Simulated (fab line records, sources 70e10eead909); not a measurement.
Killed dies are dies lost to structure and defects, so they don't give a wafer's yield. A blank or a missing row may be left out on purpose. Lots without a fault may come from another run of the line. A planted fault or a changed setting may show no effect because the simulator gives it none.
Problem report in the 8D (eight disciplines) form, filled by code | flow nand_harc | the parts of the form that need people (team, actions taken, sign-off) are left out

1. THE PROBLEM
thk_nm at NHARC_A_ONON_D1_THK_MEAS_34 reads a mean of 173.2 nm on 1 wafer of 1 lot; wafers without a fault read 200.1 nm with a standard deviation of 2.6. That is -10 standard deviations from the usual mean.
The step: measures by ellipsometry.
First seen on wafer L171.4, day 11 16:46, on film_metro-01. The record holds 36 wafers of 12 lots with a number at this step. Rule for "out", or "out of limits": more than 4 standard deviations from the usual mean. The other wafers with a number count as sound.

2. WHAT IT IS AND WHAT IT IS NOT
question                    | is                | is not
which readings at this step | thk_nm            | -
which lots                  | L171              | L163, L164, L166, L168, L169, L178, L179, L180, L181, L184, L186
which wafers of those lots  | L171.4            | L171.1, L171.6
read on which gauges        | film_metro-01     | film_metro-02
when                        | from day 11 16:46 | up to then (17 sound wafers); but 18 sound wafers of L178, L179, L180, L181, L184, L186 came after

3. SUSPECTS, AND WHAT RULES EACH OUT
Counting: a tool at a process step up to the reading stays a suspect if it ran every lot that is out. Sound lots after the first of them don't rule it out here, since some wafers of a struck lot are sound.
- the gauge at NHARC_A_ONON_D1_THK_MEAS_34: ruled out. All the wafers that are out were read on film_metro-01, but those of them that NHARC_A_ONON_D1_DEP_33 has rows for are out there too, on other tools.
- rie_si-05 at NHARC_A_ZERO_WELL_ETCH_13 (etches the open film in HBr/Cl2, target depth 120 nm, time 40.1 s): kept. It ran the lot that is out, L171 (day 10 05:08); its last sound lot up to then is L168 (day 8 20:53).
- pecvd-02 at NHARC_A_ONON_D1_DEP_33 (deposits SiO2, target thk 200 nm): kept. It ran the lot that is out, L171 (day 11 16:23); its last sound lot up to then is L166 (day 9 13:44). Its own readings are out on those wafers: rf_fwd_power_W, showerhead_vpp_V.
- Within rie_si-05 at NHARC_A_ZERO_WELL_ETCH_13: the wafers that are out ran in chamber 2; their sound lot-mates ran in chamber 3.
- Within pecvd-02 at NHARC_A_ONON_D1_DEP_33: the wafers that are out ran in chamber 0; their sound lot-mates ran in chamber 2.
Left after counting: rie_si-05 at NHARC_A_ZERO_WELL_ETCH_13, pecvd-02 at NHARC_A_ONON_D1_DEP_33.

4. THE CAUSE (what the simulator had put in)
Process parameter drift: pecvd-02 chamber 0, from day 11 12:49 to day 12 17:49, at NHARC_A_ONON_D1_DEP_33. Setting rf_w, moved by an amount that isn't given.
Counting left 2 suspects, and this tool is among them.

5. THE CHAIN OF EFFECTS, in route order
Each row: a reading whose mean over the struck wafers that have a number lies more than 3 standard deviations from the usual. Only readings for which the record gives a usual standard deviation are gone through. hours: the time from each lot's start at the first step in this table that gives one to its start at this step, as a median over the lots. sigmas: the change in usual standard deviations.
hours | step                        | reading          | usual    | on struck wafers | change | sigmas
0     | NHARC_A_ONON_D1_DEP_33      | rf_fwd_power_W   | 898.2 W  | 538.6            | -359.6 | -99 or more
0     | NHARC_A_ONON_D1_DEP_33      | showerhead_vpp_V | 1837 V   | 1349             | -488   | -5.7
0     | NHARC_A_ONON_D1_THK_MEAS_34 | thk_nm           | 200.1 nm | 173.2            | -26.9  | -10
The process steps in it:
- NHARC_A_ONON_D1_DEP_33: deposits SiO2, target thk 200 nm.
Later measuring or inspecting steps at which every struck wafer that the step has a row for has a number for every such reading, and none has moved that far: NHARC_A_CHANNEL_HOLE_D1_OVL_MEAS_11.

6. WHAT WOULD HAVE CAUGHT IT SOONER
In this record the first reading out of limits at a measuring or inspecting step was taken at day 11 16:46, 4 hours after the fault began at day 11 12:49.
The tool's own readings at NHARC_A_ONON_D1_DEP_33 were out on every struck wafer that the step has a row for (rf_fwd_power_W, showerhead_vpp_V): an alarm limit on them would have fired on the first of those.
All the lots that are out (1) had begun NHARC_A_ONON_D1_DEP_33 on pecvd-02 by day 11 16:46. A hold on the tool at that time would have spared none of them.
